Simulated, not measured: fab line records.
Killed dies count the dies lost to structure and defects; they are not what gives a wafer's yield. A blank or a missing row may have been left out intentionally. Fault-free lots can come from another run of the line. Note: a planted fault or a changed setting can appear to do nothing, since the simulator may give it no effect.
fab line records | flow n5_finfet
record: lots: 4 wafers: 12 last_day: 17
route steps=1938 shown PMOS_HMC_CHANNEL_EPI@57 FIN_SAQP@90 PASSIVATION@1936
lots that met no fault: taken from a fault-free run of the same line
start_h: start of the lot's first displayed wafer, in hours after the record's first day | wait_h: hours elapsed since this lot's preceding step | " as in the row above | L1.1+2: a row that stands for several wafers | - no value, or no start given | * or withheld: withheld | < > ~ a bound
route shown NAME@n: NAME is a module with steps in the file, n the number in the route of the first one | usual: the fault-free wafers' mean and standard deviation | same: alike in all rows | chamber/n: place in a boat | sites: readings site by site | _std_site: standard deviation across them | _edge_site: outer sites' mean less inner sites' | radius_mm: for every site, how far away it sits from the centre of the wafer | mask NAME#n: copy n | behind: the tool/chamber that last shaped the wafer | hold: what put the lot on hold/how long, in hours/how the hold closed | device: whichever transistor did not switch (one of n, p or np) | end of line: tests run on the same wafers once the route is complete | a step with no rows: only its recipe | killed: at the first sort, the dies lost to defects and structure; wafer yield is something else | map: per-die view of a wafer (x killed, . not killed, _ where there is no die)
set.NAME: setting as actually run; set.NAME@STEP: the setting as run at that earlier step | model.NAME: the simulator's own value behind a step, which no gauge read
certain route steps with their lots: each step a table, each wafer a row
services: when a tool's chamber went out of use (start_h, in hours from the record's first day, below 0 if earlier), for how many hours, and the reason
== steps ==
step: N5_PMOS_HMC_CHANNEL_EPI_HM_DEP_34
recipe: material: SiO2 target_thk_a: 360 temp_c: 400 precursor: TEOS/O2 pressure_torr: 6.5 rf_w: 900 teos_flow_sccm: 161.4 gas: O2 flow_sccm: 2650 time_s: 6.9
step: N5_PMOS_HMC_CHANNEL_EPI_COAT_31
recipe: resist: BARC temp_c: 205 time_s: 60 spin_rpm: 1500 resist_thk_nm: 66
step: N5_PMOS_HMC_CHANNEL_EPI_COAT_03
recipe: resist: CAR-ArF-block spin_rpm: 1500 resist_thk_nm: 205
step: N5_PMOS_HMC_CHANNEL_EPI_EBR_05
recipe: solvent: PGMEA ebr_width_mm: 1.5
step: N5_PMOS_HMC_CHANNEL_EPI_SOFTBAKE_04
recipe: temp_c: 110 time_s: 60 resist: CAR-ArF-block
step: N5_PMOS_HMC_CHANNEL_EPI_EXPOSE_06
recipe: mask_id: PMOS_HMC_BLK na: 1.35 source_shape: conventional sigma_outer: 0.8 polarization: unpolarized target_cd_nm: 240 dose_mj: 41
step: N5_PMOS_HMC_CHANNEL_EPI_PEB_07
recipe: peb_temp_c: 110 peb_time_s: 60 resist: CAR-ArF-block
step: N5_PMOS_HMC_CHANNEL_EPI_DEVELOP_08
recipe: develop_time_s: 30 developer: TMAH resist: CAR-ArF-block dev_temp_c: 23 rinse_liquid: diw dry: air_spin
step: N5_PMOS_HMC_CHANNEL_EPI_DESCUM_14
recipe: chemistry: O2 time_s: 7.9 source_power_w: 50 bias_power_w: 20 pressure_mtorr: 20 rf_frequency_hz: 2.712e+07 temp_c: 40 resist: CAR-ArF-block o2_flow_sccm: 225
step: N5_PMOS_HMC_CHANNEL_EPI_ETCH_32
recipe: chemistry: N2/H2 target: BARC stop_on: SiO2 target_depth_a: 858 over_etch_frac: 0.3 time_s: 50.3 ion_energy_ev: 200 mask_material: CAR-ArF-block pressure_mtorr: 30 source_w: 840 bias_w: 150 n2_flow_sccm: 200 h2_flow_sccm: 200
usual: drypump_motor_current_A: 5.6/0.35 oes_product_au: 0.68/0.061 rf_vpp_V: 524.5/2 showerhead_plenum_p_Torr: 2.57/0.069 throttle_valve_pct: 17.87/0.25
same: over_etch_frac: 0.3
columns lot.wafer tool chamber start_h wait_h drypump_motor_current_A oes_product_au rf_hours_counter_h rf_vpp_V showerhead_plenum_p_Torr throttle_valve_pct
L450.2 rie_diel-04 0 64.95 0.0 5.9 0.63 182 522.5 2.52 17.63
L450.3 " 2 " " 6.1 0.66 127 527.3 2.65 17.67
L450.6 " 0 " " 5.9 0.63 - 523.5 2.52 17.62
L451.2 rie_diel-04 3 71.75 0.0 5.3 0.66 135 526.7 2.67 17.95
L451.5 " 1 " " 5.8 0.74 - 521.4 2.48 17.70
L451.6 " 0 " " 5.9 0.63 - 522.1 2.52 17.63
L460.1 rie_diel-04 2 125.51 0.0 6.1 0.64 144 525.6 2.64 17.70
L460.2 " 1 " " 5.8 0.72 76 522.9 2.48 17.72
L460.3 " 3 " " 5.4 0.65 149 528.4 2.66 17.99
L462.3 rie_diel-02 3 138.09 0.0 5.1 0.71 68 525.6 2.60 17.63
L462.5 " 2 " " 5.5 0.62 - 524.2 2.55 17.96
L462.6 " 1 " " 6.1 0.78 - 526.1 2.60 18.19
step: N5_PMOS_HMC_CHANNEL_EPI_HM_OPEN_15
recipe: chemistry: CHF3/O2 target: SiO2 mask_material: CAR-ArF-block target_depth_a: 406 CHF3_flow_sccm: 50 O2_flow_sccm: 5 Ar_flow_sccm: 200 time_s: 20.3 pressure_mtorr: 30 source_w: 650 bias_w: 170 ion_energy_ev: 200
step: N5_PMOS_HMC_CHANNEL_EPI_STRIP_33
recipe: chemistry: N2/H2 power_w: 500 temp_c: 40 pressure_mtorr: 50 rf_frequency_hz: 6e+07 overash_fraction: 0.3 bias_power_w: 8 h2_frac: 0.5 n2_flow_sccm: 300 h2_flow_sccm: 300
step: N5_PMOS_HMC_CHANNEL_EPI_STRIP_17
recipe: chemistry: SPM time_s: 750 temp_c: 130 h2so4_h2o2_vol_ratio: 4 dry: ipa_marangoni
step: N5_PMOS_HMC_CHANNEL_EPI_ETCH_38
recipe: chemistry: CF4 target: SiO2 target_depth_a: 15 ion_energy_ev: 350 pressure_mtorr: 10 icp_w: 800 bias_w: 400 cf4_flow_sccm: 80
step: N5_PMOS_HMC_CHANNEL_EPI_FIN_RECESS_16
recipe: chemistry: HBr/Cl2 target: Si mask_material: SiO2 target_depth_a: 540 time_s: 18 pressure_mtorr: 10 icp_w: 800 bias_w: 75 HBr_flow_sccm: 150 Cl2_flow_sccm: 80
step: N5_PMOS_HMC_CHANNEL_EPI_PRECLEAN_36
recipe: chemistry: O3/DIW time_s: 45 temp_c: 22 o3_ppm: 10
step: N5_PMOS_HMC_CHANNEL_EPI_PRECLEAN_18
recipe: chemistry: DHF time_s: 30 temp_c: 25 dilution: withheld
step: N5_PMOS_HMC_CHANNEL_EPI_SRD_19
recipe: dry: ipa_marangoni do_ppb: 5 time_s: 30 temp_c: 23 rinse_liquid: diw
step: N5_PMOS_HMC_CHANNEL_EPI_EPI_20
recipe: material: SiGe30 mask_material: SiO2 pressure_torr: 20 target_thk_a: 590 temp_c: 600
step: N5_PMOS_HMC_CHANNEL_EPI_HM_STRIP_35
recipe: chemistry: dHF temp_c: 25 material: SiO2 target: SiO2 target_depth_a: 396 time_s: 216
step: N5_PMOS_HMC_CHANNEL_EPI_SRD_39
recipe: dry: ipa_marangoni time_s: 30 temp_c: 23 rinse_liquid: diw
step: N5_PMOS_HMC_CHANNEL_EPI_CMP_21
recipe: material: SiGe30 post_cmp_clean: alkaline_brush target_thk_nm: 54
step: N5_PMOS_HMC_CHANNEL_EPI_PRECLEAN_40
recipe: chemistry: DHF time_s: 30 temp_c: 25 dilution: withheld
step: N5_PMOS_HMC_CHANNEL_EPI_PRECLEAN_37
recipe: chemistry: O3/DIW time_s: 45 temp_c: 22 o3_ppm: 10
step: N5_PMOS_HMC_CHANNEL_EPI_PRECLEAN_24
recipe: chemistry: DHF time_s: 30 temp_c: 25 dilution: withheld
step: N5_PMOS_HMC_CHANNEL_EPI_SRD_25
recipe: dry: ipa_marangoni do_ppb: 5 time_s: 30 temp_c: 23 rinse_liquid: diw
step: N5_PMOS_HMC_CHANNEL_EPI_EPI_26
recipe: material: Si target_thk_a: 38 temp_c: 650 precursor: SiH4/H2 pressure_torr: 20 time_s: 22.7
step: N5_FIN_SAQP_PRECLEAN_42
recipe: chemistry: O3/DIW time_s: 60 temp_c: 22 o3_ppm: 10
step: N5_FIN_SAQP_PRECLEAN_00
recipe: chemistry: SC1 time_s: 60 temp_c: 55 mix: 1:2:50
step: N5_FIN_SAQP_PRECLEAN_44
recipe: chemistry: SC2 time_s: 45 temp_c: 35 mix: 1:1:50
step: N5_FIN_SAQP_SRD_01
recipe: dry: ipa_marangoni time_s: 30 temp_c: 23 rinse_liquid: diw
step: N5_FIN_SAQP_ALD_61
recipe: material: SiO2 target_thk_a: 40 temp_c: 300 ald_precursor_family: BDEAS ald_co_reactant: O2-plasma pulse_time_s: 1 purge_time_s: 2 co_reactant_purge_time_s: 2 ald_cycles: 43 pressure_torr: 2
step: N5_FIN_SAQP_DENSIFY_62
recipe: temp_c: 700 time_s: 60 ambient: N2 idle_temp_c: 600 ramp_up_c_per_s: 150 ramp_down_c_per_s: 60 cool_to_c: 600
step: N5_FIN_SAQP_HM_DEP_03
recipe: material: SiNx target_thk_a: 380 temp_c: 400 precursor: SiH4/NH3/N2 pressure_torr: 1.5 rf_w: 300 time_s: 33.6
step: N5_FIN_SAQP_PECVD_47
recipe: material: a-Si target_thk_a: 450 temp_c: 400 precursor: SiH4/He pressure_torr: 3 rf_w: 100 time_s: 36.3
step: N5_PASSIVATION_PROBE_49
usual: defect_limited_yield: 91.1/1.3 killed_at_M0_to_M3: 35/11 killed_at_M4_up: 13/5.4 killed_at_contacts: 14/6.5 killed_at_front_end: 41/11 killed_at_other: 4/3.1 killed_dies: 106/15 killed_open: 69/12 killed_short: 35/7 sort_bin_5_function: 5.2/0.86 sort_bin_6_memory: 3.4/0.64 sort_n_pass: 1074/15 sort_yield_pct: 91.0/1.3
same: gross_dies: 1180 killed_at_back_side: 0 sort_bin_4_leakage[%]: 0 sort_bin_8_speed[%]: 0
columns lot.wafer tool chamber start_h wait_h defect_limited_yield[%] killed_at_M0_to_M3 killed_at_M4_up killed_at_contacts killed_at_front_end killed_at_other killed_dies killed_open killed_short sort_bin_5_function[%] sort_bin_6_memory[%] sort_n_pass sort_yield_pct[%]
L450.2 prober-02 - 314.50 0.1 82.6 27 14 7 155 2 205 53 22 11.6 3.1 975 82.6
L450.3 prober-02 - 314.55 0.1 84.9 36 8 10 121 3 178 51 24 8.8 3.5 1002 84.9
L450.6 prober-02 - 314.70 0.3 80.9 50 12 8 155 0 225 64 28 13.1 3.5 955 80.9
L451.2 prober-01 - 316.00 0.1 88.3 31 9 14 81 3 138 58 24 6.5 3.7 1042 88.3
L451.5 prober-01 - 316.15 0.2 81.6 11 7 17 172 10 217 68 22 12.0 3.5 963 81.6
L451.6 prober-01 - 316.20 0.3 82.4 7 13 10 170 8 208 50 16 11.7 3.2 972 82.4
L460.1 prober-02 - 398.72 0.5 91.3 37 14 13 37 2 103 73 29 5.5 3.1 1077 91.3
L460.2 prober-02 - 398.77 0.6 88.7 54 19 17 40 3 133 81 50 6.7 4.2 1047 88.7
L460.3 prober-02 - 398.82 0.6 91.0 49 16 12 28 1 106 66 39 5.0 3.5 1074 91.0
L462.3 prober-01 - 407.79 0.1 92.5 26 7 21 33 2 89 57 32 5.1 2.4 1091 92.5
L462.5 prober-01 - 407.89 0.2 88.5 48 17 29 35 7 136 106 30 6.7 4.5 1044 88.5
L462.6 prober-01 - 407.94 0.3 91.4 32 5 17 42 6 102 73 29 5.5 3.1 1078 91.4
killed by level:class
L450.2 PMOS_HMC_CHANNEL_EPI:unspecified=127 STI_FIN_REVEAL:geometric_particle:open=8 BEOL_M3:geometric_particle:open=8 MOL_CONTACT_COAG:geometric_particle:open=7 BEOL_M1:geometric_particle:open=7 BEOL_M4:geometric_particle:open=6 FIN_SAQP:geometric_particle:short=4 DUMMY_GATE:geometric_particle:open=3
L450.3 PMOS_HMC_CHANNEL_EPI:unspecified=99 BEOL_M3:geometric_particle:open=10 BEOL_M0_SAQP:geometric_particle:open=8 MOL_CONTACT_COAG:geometric_particle:open=7 GATE_CUT:geometric_particle:short=6 BEOL_M0_SAQP:geometric_particle:short=5 BEOL_M1:geometric_particle:open=5 BEOL_M2:geometric_particle:open=4
L450.6 PMOS_HMC_CHANNEL_EPI:unspecified=130 BEOL_M3:geometric_particle:open=14 BEOL_M0_SAQP:geometric_particle:open=9 BEOL_M1:geometric_particle:open=9 MOL_CONTACT_COAG:geometric_particle:open=8 BEOL_M0_SAQP:geometric_particle:short=7 GATE_CUT:geometric_particle:open=5 FIN_SAQP:geometric_particle:short=4
L451.2 PMOS_HMC_CHANNEL_EPI:unspecified=56 BEOL_M3:geometric_particle:open=13 MOL_CONTACT_COAG:geometric_particle:open=10 FIN_SAQP:geometric_particle:open=8 BEOL_M0_SAQP:geometric_particle:short=7 DUMMY_GATE:geometric_particle:open=4 MOL_CONTACT_COAG:geometric_particle:short=4 STI_FIN_REVEAL:geometric_particle:open=3
L451.5 PMOS_HMC_CHANNEL_EPI:unspecified=127 MOL_CONTACT_COAG:geometric_particle:open=14 STI_FIN_REVEAL:geometric_particle:open=13 FIN_SAQP:geometric_particle:open=11 STI_FIN_REVEAL:geometric_particle:short=5 BEOL_M3:geometric_particle:open=5 PAD_METAL:geometric_particle:open=4 STARTING-WAFER:geometric_particle:open=4
L451.6 PMOS_HMC_CHANNEL_EPI:unspecified=140 FIN_SAQP:geometric_particle:open=6 MOL_CONTACT_COAG:geometric_particle:open=6 STI_FIN_REVEAL:geometric_particle:open=5 BEOL_M7:geometric_particle:open=4 BEOL_M8:geometric_particle:open=4 PAD_METAL:geometric_particle:short=4 MOL_CONTACT_COAG:geometric_particle:short=3
L460.1 FIN_SAQP:geometric_particle:open=11 MOL_CONTACT_COAG:geometric_particle:open=11 BEOL_M0_SAQP:geometric_particle:open=9 FIN_SAQP:geometric_particle:short=6 BEOL_M0:geometric_particle:open=6 BEOL_M4:geometric_particle:open=6 STI_FIN_REVEAL:geometric_particle:open=5 BEOL_M2:geometric_particle:open=5
L460.2 BEOL_M0_SAQP:geometric_particle:short=20 MOL_CONTACT_COAG:geometric_particle:open=14 STI_FIN_REVEAL:geometric_particle:open=14 BEOL_M0_SAQP:geometric_particle:open=13 BEOL_M2:geometric_particle:open=10 BEOL_M4:geometric_particle:open=10 BEOL_M1:geometric_particle:open=4 STARTING-WAFER:geometric_particle:short=4
L460.3 BEOL_M0_SAQP:geometric_particle:open=22 BEOL_M0_SAQP:geometric_particle:short=19 BEOL_M4:geometric_particle:open=10 MOL_CONTACT_COAG:geometric_particle:open=9 FIN_SAQP:geometric_particle:short=6 DUMMY_GATE:geometric_particle:open=4 ILD0:geometric_particle:open=4 MOL_CONTACT_COAG:geometric_particle:short=3
L462.3 MOL_CONTACT_COAG:geometric_particle:open=16 BEOL_M0_SAQP:geometric_particle:short=7 BEOL_M0_SAQP:geometric_particle:open=7 FIN_SAQP:geometric_particle:open=6 STI_FIN_REVEAL:geometric_particle:open=6 GATE_CUT:geometric_particle:short=5 MOL_CONTACT_COAG:geometric_particle:short=5 BEOL_M1:geometric_particle:open=4
L462.5 MOL_CONTACT_COAG:geometric_particle:open=23 BEOL_M3:geometric_particle:open=18 STI_FIN_REVEAL:geometric_particle:open=10 BEOL_M4:geometric_particle:open=9 DUMMY_GATE:geometric_particle:open=7 BEOL_M1:geometric_particle:open=7 BEOL_M0_SAQP:geometric_particle:open=7 FIN_SAQP:geometric_particle:open=6
L462.6 STI_FIN_REVEAL:geometric_particle:open=16 MOL_CONTACT_COAG:geometric_particle:open=10 BEOL_M0_SAQP:geometric_particle:open=10 BEOL_M0_SAQP:geometric_particle:short=9 MOL_CONTACT_COAG:geometric_particle:short=7 BEOL_M3:geometric_particle:open=6 FIN_SAQP:geometric_particle:short=5 DUMMY_GATE:geometric_particle:open=5
map L450.6 (x killed, . not)
_________________...x.......x________________
______________......x.x.......x._____________
___________....................x...__________
__________..................x......._________
________...x...x.....x.x......x.x....._______
_______.......x.....x............x.....______
______.................................._____
_____..x.x..............x................____
____.....................x...xx..........x___
___...........................x....x.......__
___......x....x........x................x..__
__...x...............xx.......x.........x..._
__..............x.....x.......x............._
_.x.x...x............xx.....xx..........x....
_.....x.......x..............................
_.........x........x...................x.....
_.........x.........x........................
_.x.....................x....x.xxx.........xx
_.....................x...xxxxx.x.xxx........
_.......................xxx.xxxxxxxx.........
_...x.............x.......xxxxxxxxxxx........
__.......................xxxxxxxxxxxxxx....x_
__......................xxxxxxxxxxxxxx.xx..._
___......x.....x.....x..xxxxxxxxxxxxx.....x__
___x...x..................xxxxxxxxxx.x.....__
____.............x......xxxxxxxxxxxxxxx.x.___
_____..xx...xx.........x.xxxxxxxxxxxxx...____
______.x......x...........x.xxxxxxxxxx.._____
_______.......x..x..x.x......x..x.xxxx.______
________........x...........x.x.x.x..._______
__________....................x....._________
___________......x..x.....x...x....__________
______________.............xx..._____________
_________________............________________
map L451.5 (x killed, . not)
_________________.x.....x....________________
______________........x........._____________
___________.x.x.xx.................__________
__________.........................._________
________....xx................x......._______
_______.......................x....x...______
______...........xx.......xx...x....x..._____
_____x.....x...........x.....x......x....____
____..................x.........x...x.....___
___...............x.........x..............__
___....x..........x.........x............x.__
__............x.x...................x...x..._
__.............x............................_
_................x....x...x..................
_......................x...................x.
_..x..........x.......x.x....................
_..x............................x......x..x..
_................x...............x...x.....x.
_........x.......x..x.x....x...xx.x...x......
_..........x..................xxxxxx..x.x....
_....x.....................x.x.xxxxxxxxx.....
__x..........................x.xxxxxxxxxx.x._
__....x..x..x......x........xxxxxxxxxxxxx.x._
___.x......................xxxxxxxxxxxxxxxx__
___.........................xxxxxxxxxxxxx.x__
____..x................x...xxxxxxxxxxxxxxx___
_____....xx.....x..x........x.xxxxxxxxxxx____
______.............x.........xxxxxxxxxxx_____
_______x...................xxx.x.xxxxxx______
________....x.x.xx......x.......xxx.x._______
__________..................x...x..._________
___________........................__________
______________.........x.x...xx._____________
_________________............________________
== services ==
columns tool chamber start_h hours kind
rie_diel-02 0 119.59 - clean
rie_diel-02 0 119.59 - consumable_replace:focus_ring
rie_diel-02 0 119.59 19.3 scheduled_down
rie_diel-02 0 119.59 19.3 vent_cycle
== key ==
first_sign: step: N5_PASSIVATION_PROBE_49 reading: killed_at_front_end direction: up sigmas: 9.1 usual: 41 struck: 142
effect: step: N5_PASSIVATION_PROBE_49 reading: killed_dies direction: up sigmas: 5.9 usual: 106 struck: 195
more_kills_born_at: N5_PMOS_HMC_CHANNEL_EPI_ETCH_32@rie_diel-04: 679
met_at N5_PMOS_HMC_CHANNEL_EPI_ETCH_32
struck_wafers L450.2,L450.3,L450.6,L451.2,L451.5,L451.6
fault: kind: chamber_particle_source tool: rie_diel-04 chamber: - onset_h: 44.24 steps: N5_PMOS_HMC_CHANNEL_EPI_ETCH_32 rate_per_visit_cm2: 1.1777 end_h: 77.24
